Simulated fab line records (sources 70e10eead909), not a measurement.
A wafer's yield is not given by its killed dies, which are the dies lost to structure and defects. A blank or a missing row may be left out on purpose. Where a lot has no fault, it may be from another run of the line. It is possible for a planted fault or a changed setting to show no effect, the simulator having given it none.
Matching of chambers -- flow nandHarc -- NHARC_P_GATE_ETCH_104 on rieDiel-12 has 3 sister chambers
The step etches the open film in CF4/CHF3, target depth 60 nm. 3 wafers are shown with their chamber, then 6 later ones without.

## WAFERS WITH THEIR CHAMBER
wafer,chamber,drypumpMotorCurrentA (A)
L999.5,2,5.2
L103.2,0,5.7
L103.4,3,6.0

## WAFERS WHOSE CHAMBER IS MISSING
wafer,drypumpMotorCurrentA (A)
L103.5,5.7
L104.4,5.7
L104.6,6.0
L105.3,5.7
L105.5,6.1
L105.6,5.7

## CHAMBER TAKEN BY EACH
wafer,from the rows above,in truth
L103.5,0,0
L104.4,0,0
L104.6,3,3
L105.3,0,0
L105.5,3,3
L105.6,0,0
Placed correctly: 6 of 6. Left unplaced by these rows: 0. Number placed wrongly: 0.
How it was worked out, from the rows above alone: a wafer's distance from a chamber is the root of the sum, over the readings, of the square of ((its reading less the chamber's mean) divided by the reading's scatter). If the next closest chamber is less than 2 further off than the closest, the wafer can't be placed; otherwise it belongs to the closest. A chamber's mean is the mean of its shown wafers. The scatter: root of mean squared gap, hidden wafer to nearest shown wafer, with one shown wafer a chamber.
